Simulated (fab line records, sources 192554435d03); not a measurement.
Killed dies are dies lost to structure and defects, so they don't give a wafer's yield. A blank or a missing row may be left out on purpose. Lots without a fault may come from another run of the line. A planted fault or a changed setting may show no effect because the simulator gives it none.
A struck lot beside a sound one | flow n5_finfet | 38 steps out of a route of 1938
Sound: wafers L681.1, L681.4, L681.5. Struck: wafers L670.1, L670.2. The cause comes at the end.
At each step with rows: each side's tool, then ch and its chambers, then its first start. Under that, the readings that differ: sound wafers | struck wafers | difference of the means | sigmas: that difference in standard deviations of wafers without a fault.
alike: readings whose means differ by less than 2 such deviations, and words and numbers that are the same on both sides. not compared: withheld readings, readings that some wafer has no value for, bounds like >300 that may hide the same value, and numbers for which the record gives no deviation and whose values overlap.
The two part at a step that has a row with sigmas, a row that says differs or no value, or rows on one side only. Numbers that don't overlap but have no deviation are shown without sigmas and don't part them. A reading that every wafer of one side lacks parts them only if that side has two wafers or more.

first, 10 steps without rows for these wafers: N5_PMOS_HMC_CHANNEL_EPI_PRECLEAN_37 (cleans in O3/DIW, time 45 s); N5_PMOS_HMC_CHANNEL_EPI_PRECLEAN_24 (cleans in DHF, time 30 s); N5_PMOS_HMC_CHANNEL_EPI_SRD_25 (time 30 s); N5_PMOS_HMC_CHANNEL_EPI_EPI_26 (deposits Si from SiH4/H2, target thk 3.8 nm, time 22.7 s); N5_FIN_SAQP_PRECLEAN_42 (cleans in O3/DIW, time 60 s); N5_FIN_SAQP_PRECLEAN_00 (cleans in SC1, time 60 s); N5_FIN_SAQP_PRECLEAN_44 (cleans in SC2, time 45 s); N5_FIN_SAQP_SRD_01 (time 30 s); N5_FIN_SAQP_ALD_61 (deposits SiO2, target thk 4 nm, pulse time 1 s, purge time 2 s); N5_FIN_SAQP_DENSIFY_62 (time 60 s).
N5_FIN_SAQP_HM_DEP_03: deposits SiNx from SiH4/NH3/N2, target thk 38 nm, time 33.6 s.
  sound on pecvd-03 ch 1,2, day 6 09:05; struck on pecvd-02 ch 0,2, day 3 16:00
  reading                                      | sound             | struck      | difference | sigmas
  model.SiNx_of_FIN_SAQP_HM_DEP_03.thk_nm (nm) | 37.97 38.71 37.99 | 39.14 39.15 | +0.92      |
  alike: heater_power_w, showerhead_plenum_p_Torr, throttle_valve_pct
then, 24 steps without rows for these wafers: N5_FIN_SAQP_PECVD_47 (deposits a-Si from SiH4/He, target thk 45 nm, time 36.3 s); N5_FIN_SAQP_PECVD_48 (deposits SiNx from SiH4/NH3/N2, target thk 25 nm, time 22.1 s); N5_FIN_SAQP_PECVD_06 (deposits a-Si from SiH4/He, target thk 60 nm, time 48.1 s); N5_FIN_SAQP_HM_DEP_72 (deposits SiO2 from SiH4/N2O, target thk 12 nm, time 7.2 s); N5_FIN_SAQP_COAT_49 (time 60 s, resist thk 100 nm); N5_FIN_SAQP_COAT_50 (time 60 s, resist thk 35 nm); N5_FIN_SAQP_COAT_10 (resist thk 90 nm); N5_FIN_SAQP_EBR_12; N5_FIN_SAQP_SOFTBAKE_11 (time 60 s); N5_FIN_SAQP_EXPOSE_13 (exposes mask FIN CORE, target cd 35.6 nm); N5_FIN_SAQP_PEB_14 (peb time 60 s); N5_FIN_SAQP_DEVELOP_15 (develop time 30 s); N5_FIN_SAQP_DESCUM_21 (chemistry O2, time 7.9 s); N5_FIN_SAQP_ETCH_51 (etches SiARC in CF4, target depth 45.5 nm, time 75.8 s); N5_FIN_SAQP_ETCH_52 (etches SOC in N2/H2, target depth 100 nm, overetch 20 nm, time 150 s); N5_FIN_SAQP_STRIP_53 (strips in N2/H2); N5_FIN_SAQP_HM_OPEN_73 (chemistry CHF3/O2, target SiO2, stops on a-Si, target depth 12 nm, time 16.8 s); N5_FIN_SAQP_STRIP_74 (strips in CHF3/O2); N5_FIN_SAQP_MANDREL_ETCH_22 (etches a-Si in HBr/Cl2, stops on SiNx, target depth 60 nm, bt time 10 s, time 30 s); N5_FIN_SAQP_STRIP_55 (strips in N2/H2); N5_FIN_SAQP_STRIP_23 (strips in SPM, time 750 s); N5_FIN_SAQP_SRD_66 (time 30 s); N5_FIN_SAQP_RECESS_75 (chemistry HF/NH3, target SiO2, target depth 14.4 nm, afs cycles 3, sublimation time 60 s); N5_FIN_SAQP_SPACER1_ALD_24 (deposits SiO2, target thk 20.3 nm, pulse time 1 s, purge time 2 s).
N5_FIN_SAQP_HM_OPEN_33: chemistry CH3F/O2, target SiNx, target depth 49.4 nm, time 70.6 s.
  sound on rie_diel-05 ch 1,3, day 6 14:25; struck on rie_diel-01 ch 0,3, day 3 20:49
  reading                  | sound             | struck      | difference | sigmas
  etch_rf_on_time_s (s)    | 68.6 70.6 69.0    | 73.3 71.6   | +3.0       | +2
  model.etch.depth_nm (nm) | 37.18 38.08 37.29 | 38.51 38.53 | +1.00      |
  alike: chamber_pressure_mTorr, drypump_motor_current_A, mfc_ar_sccm, oes_ar_750_au, oes_product_au, rf_vpp_V, showerhead_plenum_p_Torr, throttle_valve_pct
  not compared: rf_hours_counter_h
N5_STI_FIN_REVEAL_RECESS_09: chemistry HF/NH3, target SiO2, afs cycles 11, target depth 42.5 nm, sublimation time 60 s.
  sound on vapor_etch-01 ch 1, day 6 22:17; struck on vapor_etch-02 ch 0,1, day 4 05:05
  alike: drypump_motor_current_A, foreline_p_Torr
  not compared: model.SiNx_of_FIN_SAQP_HM_DEP_03.thk_nm
-- the record jumps here: 6 days lie between the struck wafers' starts before and after (it left off in module STI_FIN_REVEAL and takes up again in module BEOL_M4, whose first step shown is number 1111 of the route) --
N5_BEOL_M4_RC_MEAS_101:
  sound on prober-01 ch 0, day 12 22:37; struck on prober-02 ch 0, day 10 07:27
  alike: DIBL_N, DIBL_P, IOFF_N, IOFF_P, ION_N, ION_P, SS_N, SS_P, VT_N, VT_P

WHERE THEY PART
Only at N5_FIN_SAQP_HM_OPEN_33, within this record. Later steps at which nothing parts them and some readings are alike: N5_STI_FIN_REVEAL_RECESS_09, N5_BEOL_M4_RC_MEAS_101.

WHY: what the simulator had put in
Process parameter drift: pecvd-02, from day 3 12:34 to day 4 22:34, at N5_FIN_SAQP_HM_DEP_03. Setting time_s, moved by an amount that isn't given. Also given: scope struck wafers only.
